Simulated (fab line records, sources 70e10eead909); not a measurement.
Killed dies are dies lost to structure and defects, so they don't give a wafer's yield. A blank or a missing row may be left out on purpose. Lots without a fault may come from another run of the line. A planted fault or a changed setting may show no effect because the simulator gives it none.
fab line records | flow nand_harc
record lots=24 wafers=72 last_day=34
route steps=1302 shown P_GATE@207 P_M0@269 P_M2@333
lots that met no fault: from a run of the same line without faults
start_h: hours from the record's first day to the start of the lot's first wafer shown | wait_h: hours since the lot's step before | " the same as in the row above | L1.1+2: a row that stands for several wafers | - no value, or no start given | * or withheld: withheld | < > ~ a bound
route shown NAME@n: a module of which the file shows steps, and the number in the route of the first | usual: mean/standard deviation of fault-free wafers | same: alike in all rows | chamber/n: place in a boat | sites: the reading at each site | _std_site: their standard deviation | _edge_site: outer sites' mean less inner sites' | radius_mm: how far each site lies from the wafer's centre | mask NAME#n: copy n | behind: the tool/chamber that last shaped the wafer | hold: why the lot was held/for how many hours/how that ended | device: the transistor (n, p or np) that didn't switch | end of line: the same wafers' tests at the end of the route | a step without rows: its recipe alone | killed: dies lost to structure and defects at the first sort, not the wafer's yield | map: a wafer's dies, x killed, . not, _ none there
set.NAME: the setting as run; set.NAME@STEP: as run at that earlier step | model.NAME: the simulator's own value behind a step, which no gauge read
steps of the route over a sample of lots; a table a step, a row a wafer
services: from which hour (start_h, from the record's first day; less than 0 if before it) a tool's chamber was out of use, for how many hours, and why
## steps
# step NHARC_P_GATE_RTA_64
# recipe temp_c=1050 time_s=1
# usual lamp_power_pct=35.1/1.6 lamp_zone_2_pct=35.1/1.6 wafer_temp_C_max=1054.3/1.2
# columns lot.wafer tool chamber start_h wait_h lamp_power_pct lamp_zone_2_pct wafer_temp_C_max
L074.1 rtp_anneal-02 0 119.41 - 33.4 33.4 1053.5
L074.2 " 0 " " 33.4 33.4 1053.0
L074.3 " 0 " " 33.4 33.3 1053.3
L075.1 rtp_anneal-01 0 136.97 - 36.7 36.6 1055.3
L075.2 " 0 " " 36.7 36.7 1054.0
L075.4 " 0 " " 36.7 36.7 1055.4
L076.3 rtp_anneal-02 0 138.89 - 33.4 33.4 1053.2
L076.5 " 0 " " 33.4 33.4 1053.9
L076.6 " 0 " " 33.4 33.4 1052.9
L077.1 rtp_anneal-02 0 144.70 - 33.3 33.4 1053.1
L077.2 " 0 " " 33.3 33.4 1053.7
L077.3 " 0 " " 33.4 33.4 1053.4
L078.1 rtp_anneal-01 0 151.47 - 36.7 36.6 1055.9
L078.4 " 0 " " 36.6 36.6 1055.6
L078.5 " 0 " " 36.7 36.7 1056.3
L079.4 rtp_anneal-02 0 164.34 - 33.4 33.3 1054.1
L079.5 " 0 " " 33.4 33.3 1053.3
L079.6 " 0 " " 33.3 33.4 1053.4
L080.1 rtp_anneal-02 0 173.27 - 33.3 33.3 1053.1
L080.2 " 0 " " 33.3 33.3 1053.5
L080.4 " 0 " " 33.3 33.3 1052.7
L081.2 rtp_anneal-01 0 189.56 - 36.7 36.7 1055.3
L081.3 " 0 " " 36.7 36.6 1054.7
L081.6 " 0 " " 36.7 36.6 1055.7
L082.2 rtp_anneal-02 0 189.99 - 33.4 33.4 1052.7
L082.5 " 0 " " 33.4 33.4 1054.1
L082.6 " 0 " " 33.4 33.4 1052.9
L083.2 rtp_anneal-01 0 215.37 - 36.6 36.6 1056.7
L083.4 " 0 " " 36.6 36.5 1054.1
L083.5 " 0 " " 36.6 36.6 1055.5
L084.2 rtp_anneal-01 0 217.62 - 36.6 36.6 1055.7
L084.4 " 0 " " 36.6 36.7 1055.5
L084.6 " 0 " " 36.6 36.6 1057.1
L085.2 rtp_anneal-01 0 224.08 - 36.6 36.7 1054.1
L085.3 " 0 " " 36.6 36.7 1055.5
L085.4 " 0 " " 36.7 36.6 1053.9
L086.2 rtp_anneal-01 0 238.71 - 36.6 36.6 1055.2
L086.3 " 0 " " 36.7 36.6 1054.8
L086.5 " 0 " " 36.6 36.7 1054.9
L087.2 rtp_anneal-02 0 239.10 - 33.4 33.4 1054.4
L087.3 " 0 " " 33.3 33.4 1053.7
L087.4 " 0 " " 33.4 33.3 1053.3
L088.2 rtp_anneal-02 0 262.53 - 33.3 33.3 1052.1
L088.3 " 0 " " 33.3 33.3 1053.8
L088.6 " 0 " " 33.3 33.4 1052.6
L089.1 rtp_anneal-01 0 264.40 - 36.6 36.6 1055.8
L089.2 " 0 " " 36.6 36.6 1057.1
L089.4 " 0 " " 36.7 36.6 1055.8
L090.2 rtp_anneal-01 0 281.15 - 36.7 36.7 1054.4
L090.3 " 0 " " 36.7 36.7 1054.0
L090.6 " 0 " " 36.7 36.6 1054.3
L091.1 rtp_anneal-01 0 285.56 - 36.6 36.6 1056.7
L091.3 " 0 " " 36.7 36.6 1054.9
L091.4 " 0 " " 36.7 36.7 1055.4
L092.1 rtp_anneal-02 0 293.45 - 33.4 33.3 1053.0
L092.5 " 0 " " 33.3 33.4 1053.1
L092.6 " 0 " " 33.3 33.4 1054.4
L093.1 rtp_anneal-01 0 311.43 - 36.7 36.6 1056.0
L093.3 " 0 " " 36.6 36.6 1053.0
L093.5 " 0 " " 36.7 36.7 1054.0
L094.3 rtp_anneal-02 0 319.18 - 33.4 33.4 1053.6
L094.4 " 0 " " 33.3 33.3 1053.3
L094.5 " 0 " " 33.4 33.4 1054.1
L096.3 rtp_anneal-01 0 333.13 - 36.7 36.7 1055.3
L096.4 " 0 " " 36.7 36.6 1054.4
L096.5 " 0 " " 36.6 36.6 1055.1
L095.1 rtp_anneal-02 0 333.85 - 33.3 33.3 1054.3
L095.4 " 0 " " 33.4 33.4 1054.0
L095.5 " 0 " " 33.4 33.3 1054.0
L097.1 rtp_anneal-01 0 343.12 - 36.7 36.6 1055.5
L097.4 " 0 " " 36.6 36.7 1053.6
L097.5 " 0 " " 36.7 36.6 1056.4
# step NHARC_P_M0_CD_MEAS_16
# usual cd_nm=89.9/0.57
# columns lot.wafer tool chamber start_h wait_h cd_nm
L074.1 cd_sem-02 - 126.86 - 90.5
L074.2 " - " " 89.8
L074.3 " - " " 89.2
L075.1 cd_sem-03 - 144.59 - 90.0
L075.2 " - " " 90.6
L075.4 " - " " 89.3
L076.3 cd_sem-03 - 146.40 - 90.2
L076.5 " - " " 89.3
L076.6 " - " " 90.2
L077.1 cd_sem-02 - 152.32 - 90.5
L077.2 " - " " 90.5
L077.3 " - " " 90.2
L078.1 cd_sem-02 - 158.90 - 91.0
L078.4 " - " " 91.2
L078.5 " - " " 90.8
L079.4 cd_sem-01 - 171.56 - 89.8
L079.5 " - " " 89.0
L079.6 " - " " 89.7
L080.1 cd_sem-03 - 180.85 - 89.2
L080.2 " - " " 89.8
L080.4 " - " " 89.4
L081.2 cd_sem-01 - 197.78 - 89.8
L081.3 " - " " 89.5
L081.6 " - " " 89.8
L082.2 cd_sem-02 - 198.47 - 89.9
L082.5 " - " " 89.6
L082.6 " - " " 90.5
L083.2 cd_sem-01 - 222.92 - 90.2
L083.4 " - " " 90.7
L083.5 " - " " 91.0
L084.2 cd_sem-02 - 225.31 - 89.8
L084.4 " - " " 90.3
L084.6 " - " " 90.1
L085.2 cd_sem-03 - 231.98 - 90.9
L085.3 " - " " 90.4
L085.4 " - " " 90.9
L086.2 cd_sem-03 - 246.33 - 89.8
L086.3 " - " " 90.4
L086.5 " - " " 90.2
L087.2 cd_sem-02 - 246.85 - 89.1
L087.3 " - " " 89.3
L087.4 " - " " 89.2
L088.2 cd_sem-03 - 270.19 - 89.1
L088.3 " - " " 89.1
L088.6 " - " " 88.9
L089.1 cd_sem-01 - 271.97 - 90.8
L089.2 " - " " 90.1
L089.4 " - " " 89.9
L090.2 cd_sem-02 - 289.19 - 90.7
L090.3 " - " " 90.6
L090.6 " - " " 90.5
L091.1 cd_sem-01 - 293.36 - 90.4
L091.3 " - " " 90.0
L091.4 " - " " 90.4
L092.1 cd_sem-02 - 300.92 - 89.2
L092.5 " - " " 90.1
L092.6 " - " " 89.1
L093.1 cd_sem-03 - 318.86 - 89.4
L093.3 " - " " 89.2
L093.5 " - " " 90.0
L094.3 cd_sem-03 - 326.82 - 91.0
L094.4 " - " " 89.5
L094.5 " - " " 89.7
L096.3 cd_sem-02 - 340.46 - 89.1
L096.4 " - " " 89.3
L096.5 " - " " 88.9
L095.1 cd_sem-01 - 341.38 - 89.5
L095.4 " - " " 89.8
L095.5 " - " " 89.5
L097.1 cd_sem-02 - 350.55 - 89.4
L097.4 " - " " 89.9
L097.5 " - " " 89.4
# step NHARC_P_M0_STRIP_18
# recipe power_w=1000 n2_flow_sccm=150 h2_flow_sccm=150 ar_flow_sccm=0 bias_w=0 chemistry=N2/H2
# usual drypump_motor_current_A=5.7/0.42 oes_product_au=1.002/0.0068 rf_vpp_V=90.5/0.98 showerhead_plenum_p_Torr=2.00/0.1 throttle_valve_pct=14.171/0.0084
# columns lot.wafer tool chamber start_h wait_h drypump_motor_current_A oes_product_au rf_hours_counter_h rf_vpp_V showerhead_plenum_p_Torr throttle_valve_pct
L074.1 rie_diel-01 1 126.93 0.1 5.4 1.003 31 91.3 2.02 14.178
L074.3 " 3 " " 5.9 1.013 23 89.9 1.88 14.162
L074.2 " 0 " " 5.7 1.006 27 90.3 1.99 14.164
L075.4 rie_diel-05 3 144.66 0.1 5.2 0.995 15 90.7 1.89 14.167
L075.2 " 1 " " 5.1 1.007 13 90.8 2.19 14.183
L075.1 " 2 " " 5.8 1.002 16 89.9 1.95 14.162
L076.3 rie_diel-05 2 146.49 0.1 5.8 1.002 16 91.3 1.95 14.174
L076.5 " 1 " " 5.1 1.008 - 92.2 2.19 14.168
L076.6 " 2 " " 5.8 1.010 - 90.1 1.95 14.161
L077.1 rie_diel-04 3 152.43 0.1 5.5 0.993 46 89.3 1.89 14.163
L077.2 " 0 " " 6.2 1.006 43 91.1 1.96 14.171
L077.3 " 1 " " 6.3 0.995 50 91.9 2.00 14.178
L078.1 rie_diel-05 3 159.00 0.1 5.2 1.001 16 90.0 1.89 14.164
L078.4 " 0 " " 6.0 1.010 13 91.0 2.04 14.175
L078.5 " 2 " " 5.8 0.992 - 90.3 1.94 14.176
L079.4 rie_diel-05 1 171.65 0.1 5.1 1.015 16 91.7 2.19 14.188
L079.5 " 0 " " 6.0 1.011 - 91.3 2.04 14.170
L079.6 " 1 " " 5.1 1.015 - 91.9 2.19 14.156
L080.4 rie_diel-01 3 180.95 0.1 5.9 1.006 42 89.8 1.88 14.177
L080.2 " 0 " " 5.7 1.015 45 90.1 1.99 14.183
L080.1 " 1 " " 5.4 1.004 47 90.6 2.01 14.159
L081.3 rie_diel-05 1 197.85 0.1 5.1 1.013 19 90.8 2.19 14.172
L081.2 " 3 " " 5.2 0.997 20 89.4 1.89 14.170
L081.6 " 2 " " 5.8 1.003 - 89.5 1.94 14.181
L082.2 rie_diel-05 1 198.60 0.1 5.0 1.006 19 92.9 2.19 14.176
L082.5 " 3 " " 5.2 1.002 - 89.3 1.89 14.177
L082.6 " 0 " " 6.1 1.013 - 90.7 2.04 14.175
L083.4 rie_diel-05 3 223.04 0.1 5.2 1.013 26 88.9 1.88 14.160
L083.2 " 0 " " 6.0 1.013 24 90.1 2.04 14.172
L083.5 " 2 " " 5.8 1.001 - 89.6 1.94 14.180
L084.2 rie_diel-05 3 225.38 0.1 5.2 1.010 26 91.0 1.88 14.164
L084.4 " 0 " " 6.0 1.006 25 90.7 2.04 14.175
L084.6 " 0 " " 6.0 1.018 - 92.1 2.04 14.169
L085.2 rie_diel-04 0 232.20 0.2 6.2 0.990 16 89.4 1.95 14.166
L085.3 " 2 " " 6.3 0.988 12 90.1 2.12 14.176
L085.4 " 3 " " 5.5 0.994 15 91.0 1.88 14.176
L086.2 rie_diel-01 2 246.41 0.1 6.1 0.993 12 88.3 1.90 14.178
L086.3 " 3 " " 5.9 1.009 13 91.1 2.21 14.166
L086.5 " 2 " " 6.1 1.000 - 89.8 1.90 14.153
L087.3 rie_diel-05 2 246.92 0.1 5.8 1.004 0 90.8 1.94 14.175
L087.4 " 0 " " 6.1 0.993 0 90.0 2.04 14.164
L087.2 " 1 " " 5.1 1.000 0 90.9 2.18 14.176
L088.3 rie_diel-04 0 270.26 0.1 6.2 1.003 27 89.8 1.95 14.156
L088.2 " 2 " " 6.3 0.996 21 90.2 2.11 14.168
L088.6 " 1 " " 6.3 0.994 - 89.4 1.99 14.171
L089.2 rie_diel-01 0 272.04 0.1 5.7 1.000 23 90.3 1.97 14.173
L089.4 " 2 " " 6.1 0.995 21 89.2 1.90 14.171
L089.1 " 3 " " 5.9 1.002 22 91.4 2.21 14.172
L090.3 rie_diel-05 0 289.26 0.1 6.1 1.000 6 90.6 2.03 14.168
L090.2 " 1 " " 5.1 1.002 7 91.2 2.18 14.167
L090.6 " 0 " " 6.1 0.997 - 91.8 2.03 14.172
L091.1 rie_diel-04 2 293.43 0.1 6.3 1.004 31 90.3 2.11 14.170
L091.4 " 3 " " 5.5 1.009 35 89.6 1.88 14.161
L091.3 " 0 " " 6.2 0.987 36 89.3 1.95 14.160
L092.1 rie_diel-01 3 301.05 0.1 5.9 0.996 33 91.5 2.21 14.172
L092.5 " 1 " " 5.4 1.003 - 90.4 2.00 14.173
L092.6 " 2 " " 6.1 0.990 - 89.1 1.89 14.166
L093.3 rie_diel-01 1 318.96 0.1 5.4 1.013 39 90.4 2.00 14.166
L093.1 " 2 " " 6.1 0.998 38 90.8 1.89 14.167
L093.5 " 1 " " 5.4 1.007 - 89.1 2.00 14.163
L094.3 rie_diel-01 2 326.89 0.1 6.1 0.995 40 89.1 1.89 14.174
L094.4 " 0 " " 5.7 1.005 - 90.2 1.97 14.170
L094.5 " 1 " " 5.4 1.004 - 92.2 2.00 14.157
L096.3 rie_diel-05 3 340.70 0.2 5.2 1.003 16 91.0 1.88 14.168
L096.4 " 2 " " 5.8 1.009 16 89.2 1.94 14.185
L096.5 " 0 " " 6.1 0.994 - 89.6 2.03 14.171
L095.1 rie_diel-05 1 341.51 0.1 5.1 0.996 16 89.8 2.18 14.159
L095.4 " 2 " " 5.9 1.006 17 91.4 1.94 14.163
L095.5 " 0 " " 6.0 1.004 - 89.9 2.03 14.166
L097.4 rie_diel-05 3 350.63 0.1 5.2 0.988 17 90.1 1.88 14.167
L097.1 " 0 " " 6.0 0.997 16 89.9 2.03 14.170
L097.5 " 3 " " 5.2 0.996 - 88.7 1.88 14.169
# step NHARC_P_M2_ETCH_15
# recipe target_depth_a=1825 time_s=91.2 c4f8_flow_sccm=withheld ar_flow_sccm=400 rf_w=600 bias_w=300 chemistry=C4F8/Ar
# usual oes_product_au=0.946/0.022 rf_vpp_V=440.5/2.6
# columns lot.wafer tool chamber start_h wait_h oes_product_au rf_hours_counter_h rf_vpp_V
L074.2 rie_diel-08 3 - - 0.972 4.4 445.0
L074.3 " 1 " " 0.972 4.7 438.2
L074.1 " 2 " " 0.964 4.5 438.6
L075.4 rie_diel-08 3 - - 0.971 5.4 443.8
L075.2 " 0 " " 0.974 6.6 438.9
L075.1 " 1 " " 0.960 6.3 436.6
L076.3 rie_diel-13 0 - - 0.927 10.6 441.8
L076.5 " 3 " " 0.931 - 438.3
L076.6 " 0 " " 0.927 - 441.4
L077.2 rie_diel-08 1 160.75 0.1 0.955 6.4 437.6
L077.1 " 0 " " 0.946 6.7 437.2
L077.3 " 0 " " 0.941 - 437.5
L078.4 rie_diel-09 0 - - 0.977 0.7 437.3
L078.1 " 2 " " 0.960 0.7 438.8
L078.5 " 0 " " 0.982 - 438.5
L079.4 rie_diel-08 2 - - 0.927 6.6 438.8
L079.5 " 3 " " 0.962 - 443.5
L079.6 " 0 " " 0.934 - 438.1
L080.1 rie_diel-08 1 - - 0.922 7.8 438.4
L080.4 " 2 " " 0.933 6.7 439.4
L080.2 " 0 " " 0.920 8.2 437.1
L081.2 rie_diel-13 1 - - 0.926 1.2 443.2
L081.3 " 3 " " 0.932 1.7 438.6
L081.6 " 2 " " 0.935 - 442.2
L082.2 rie_diel-13 3 - - 0.965 1.7 438.4
L082.5 " 3 " " 0.966 - 438.4
L082.6 " 0 " " 0.957 - 439.8
L083.4 rie_diel-08 1 - - 0.967 2.5 438.4
L083.2 " 3 " " 0.974 2.8 444.1
L083.5 " 1 " " 0.973 - 437.9
L084.4 rie_diel-08 3 - - 0.971 2.8 445.2
L084.2 " 0 " " 0.960 2.7 436.8
L084.6 " 2 " " 0.984 - 440.0
L085.3 rie_diel-13 2 - - 0.933 3.5 442.2
L085.4 " 3 " " 0.935 3.6 437.6
L085.2 " 0 " " 0.931 3.4 439.9
L086.3 rie_diel-08 3 - - 0.938 3.2 446.1
L086.2 " 0 " " 0.958 3.4 438.8
L086.5 " 1 " " 0.977 - 437.7
L087.2 rie_diel-13 2 - - 0.934 5.7 442.8
L087.4 " 3 " " 0.940 5.4 440.0
L087.3 " 0 " " 0.928 4.8 441.3
L088.2 rie_diel-13 0 - - 0.933 6.6 440.8
L088.3 " 1 " " 0.924 7.0 444.0
L088.6 " 2 " " 0.932 - 445.2
L089.1 rie_diel-09 1 - - 0.925 4.9 441.6
L089.4 " 3 " " 0.922 6.7 442.6
L089.2 " 0 " " 0.926 4.2 437.6
L090.2 rie_diel-09 2 - - 0.927 6.9 438.8
L090.3 " 3 " " 0.924 7.0 442.8
L090.6 " 2 " " 0.932 - 436.6
L091.3 rie_diel-09 1 - - 0.911 5.2 442.3
L091.1 " 2 " " 0.923 7.0 437.9
L091.4 " 0 " " 0.906 4.6 438.3
L092.1 rie_diel-08 3 - - 0.973 6.1 443.1
L092.6 " 1 " " 0.961 - 437.2
L092.5 " 2 " " 0.975 - 439.7
L093.1 rie_diel-08 2 - - 0.930 6.9 439.5
L093.3 " 3 " " 0.927 7.4 445.4
L093.5 " 1 " " 0.943 - 437.1
L094.3 rie_diel-13 0 - - 0.921 9.8 441.3
L094.4 " 3 " " 0.930 9.9 438.8
L094.5 " 0 " " 0.922 - 439.9
L096.4 rie_diel-09 0 - - 0.979 1.5 436.9
L096.3 " 1 " " 0.967 1.5 443.3
L096.5 " 0 " " 0.976 - 437.7
L095.1 rie_diel-09 2 - - 0.926 1.3 437.2
L095.4 " 0 " " 0.935 1.6 437.5
L095.5 " 1 " " 0.920 - 441.5
L097.1 rie_diel-13 2 - - 0.987 0.7 444.8
L097.4 " 3 " " 0.986 0.5 439.5
L097.5 " 3 " " 0.987 - 437.3
# step NHARC_P_M2_PRE_CLEAN_30
# recipe time_s=30 temp_c=280 gas=H2/He
# usual heater_power_w=406/42
# columns lot.wafer tool chamber start_h wait_h heater_power_w
L074.3 pvd_sputter-02 - - - 379
L074.1 " - " " 420
L074.2 " - " " 437
L075.2 pvd_sputter-01 - - - 339
L075.4 " - " " 373
L075.1 " - " " 498
L076.3 pvd_sputter-02 - - - 428
L076.6 " - " " 428
L076.5 " - " " 374
L077.2 pvd_sputter-03 - - - 395
L077.3 " - " " 383
L077.1 " - " " 423
L078.1 pvd_sputter-01 - - - 411
L078.4 " - " " 365
L078.5 " - " " 323
L079.4 pvd_sputter-02 - - - 428
L079.6 " - " " 454
L079.5 " - " " 428
L080.1 pvd_sputter-02 - - - 453
L080.2 " - " " 433
L080.4 " - " " 433
L081.3 pvd_sputter-02 - - - 429
L081.2 " - " " 435
L081.6 " - " " 436
L082.2 pvd_sputter-03 - - - 373
L082.6 " - " " 378
L082.5 " - " " 408
L083.2 pvd_sputter-02 - - - 420
L083.4 " - " " 428
L083.5 " - " " 372
L084.2 pvd_sputter-03 - - - 384
L084.4 " - " " 422
L084.6 " - " " 396
L085.2 pvd_sputter-01 - - - 521
L085.3 " - " " 420
L085.4 " - " " 369
L086.2 pvd_sputter-01 - - - 361
L086.3 " - " " 514
L086.5 " - " " 513
L087.2 pvd_sputter-03 - - - 374
L087.4 " - " " 408
L087.3 " - " " 376
L088.2 pvd_sputter-01 - - - 366
L088.3 " - " " 512
L088.6 " - " " 355
L089.4 pvd_sputter-03 - - - 399
L089.2 " - " " 376
L089.1 " - " " 369
L090.3 pvd_sputter-03 - - - 403
L090.2 " - " " 388
L090.6 " - " " 407
L091.3 pvd_sputter-03 - - - 434
L091.4 " - " " 383
L091.1 " - " " 402
L092.1 pvd_sputter-01 - - - 373
L092.5 " - " " 494
L092.6 " - " " 431
L093.3 pvd_sputter-01 - - - 362
L093.1 " - " " 363
L093.5 " - " " 509
L094.4 pvd_sputter-03 - - - 382
L094.3 " - " " 377
L094.5 " - " " 381
L096.3 pvd_sputter-01 - - - 378
L096.4 " - " " 514
L096.5 " - " " 367
L095.1 pvd_sputter-02 - - - 374
L095.4 " - " " 439
L095.5 " - " " 377
L097.4 pvd_sputter-03 - - - 350
L097.1 " - " " 457
L097.5 " - " " 348
# step NHARC_P_M2_ANNEAL_31
# recipe temp_c=225 time_s=90
# usual wafer_temp_C_max=225.94/0.29
# columns lot.wafer tool chamber start_h wait_h wafer_temp_C_max
L074.1 rtp_anneal-01 0 136.62 0.3 226.33
L074.2 " 0 " " 226.28
L074.3 " 0 " " 226.30
L075.1 rtp_anneal-02 0 154.32 0.4 225.97
L075.2 " 0 " " 225.90
L075.4 " 0 " " 225.93
L076.3 rtp_anneal-01 0 156.01 - 225.81
L076.5 " 0 " " 226.01
L076.6 " 0 " " 226.34
L077.1 rtp_anneal-02 0 162.38 - 225.94
L077.2 " 0 " " 226.00
L077.3 " 0 " " 225.77
L078.1 rtp_anneal-02 0 168.47 - 226.11
L078.4 " 0 " " 225.76
L078.5 " 0 " " 225.59
L079.4 rtp_anneal-02 0 181.38 0.3 225.56
L079.5 " 0 " " 225.64
L079.6 " 0 " " 225.67
L080.1 rtp_anneal-02 0 190.42 - 225.50
L080.2 " 0 " " 225.97
L080.4 " 0 " " 225.49
L081.2 rtp_anneal-01 0 207.46 - 226.27
L081.3 " 0 " " 226.35
L081.6 " 0 " " 226.71
L082.2 rtp_anneal-02 0 208.26 0.4 225.73
L082.5 " 0 " " 225.97
L082.6 " 0 " " 225.58
L083.2 rtp_anneal-02 0 233.01 0.4 226.07
L083.4 " 0 " " 225.65
L083.5 " 0 " " 225.70
L084.2 rtp_anneal-01 0 235.23 - 226.32
L084.4 " 0 " " 226.31
L084.6 " 0 " " 226.62
L085.2 rtp_anneal-02 0 242.15 0.4 225.84
L085.3 " 0 " " 225.52
L085.4 " 0 " " 225.70
L086.2 rtp_anneal-02 0 256.16 0.4 225.62
L086.3 " 0 " " 225.57
L086.5 " 0 " " 226.01
L087.2 rtp_anneal-02 0 256.68 0.4 225.87
L087.3 " 0 " " 225.80
L087.4 " 0 " " 225.96
L088.2 rtp_anneal-02 0 279.91 0.4 226.03
L088.3 " 0 " " 225.51
L088.6 " 0 " " 225.84
L089.1 rtp_anneal-02 0 281.60 0.3 226.10
L089.2 " 0 " " 225.94
L089.4 " 0 " " 226.20
L090.2 rtp_anneal-01 0 299.39 0.4 226.55
L090.3 " 0 " " 225.79
L090.6 " 0 " " 226.29
L091.1 rtp_anneal-01 0 303.01 0.3 225.59
L091.3 " 0 " " 225.54
L091.4 " 0 " " 225.90
L092.1 rtp_anneal-01 0 310.58 0.3 226.74
L092.5 " 0 " " 226.15
L092.6 " 0 " " 226.32
L093.1 rtp_anneal-02 0 328.52 0.3 225.67
L093.3 " 0 " " 225.66
L093.5 " 0 " " 226.07
L094.3 rtp_anneal-01 0 336.61 0.3 225.98
L094.4 " 0 " " 226.24
L094.5 " 0 " " 226.37
L096.3 rtp_anneal-02 0 350.47 0.3 225.69
L096.4 " 0 " " 225.89
L096.5 " 0 " " 225.89
L095.1 rtp_anneal-01 0 351.08 0.3 226.12
L095.4 " 0 " " 225.92
L095.5 " 0 " " 226.18
L097.1 rtp_anneal-01 0 361.05 0.3 226.13
L097.4 " 0 " " 226.08
L097.5 " 0 " " 226.42
## services
# columns tool chamber start_h hours kind
pvd_sputter-01 - 97.31 5.0 repair
rie_diel-08 3 104.76 13.2 repair
rie_diel-13 2 114.81 2.6 repair
rie_diel-13 2 142.30 4.0 repair
rie_diel-08 3 155.22 6.9 repair
rie_diel-08 2 156.34 4.5 repair
rie_diel-13 - 165.04 9.0 pm
rie_diel-08 2 166.89 7.9 repair
pvd_sputter-03 - 170.91 10.0 pm
rie_diel-05 1 178.51 9.6 repair
rie_diel-08 - 190.80 9.0 pm
rie_diel-08 2 204.44 10.2 repair
pvd_sputter-03 - 217.20 2.5 repair
rie_diel-08 2 220.67 1.7 repair
rie_diel-08 - 224.62 0.6 repair
pvd_sputter-01 - 226.00 10.0 pm
rie_diel-05 - 229.60 9.0 pm
rie_diel-08 3 237.17 5.4 repair
pvd_sputter-03 - 312.77 0.8 repair
rie_diel-13 - 336.75 2.6 repair
rie_diel-13 - 342.04 9.0 pm
pvd_sputter-03 - 348.91 10.0 pm
rie_diel-08 1 354.29 1.7 repair
rie_diel-05 2 355.78 3.5 repair
## key
fault none
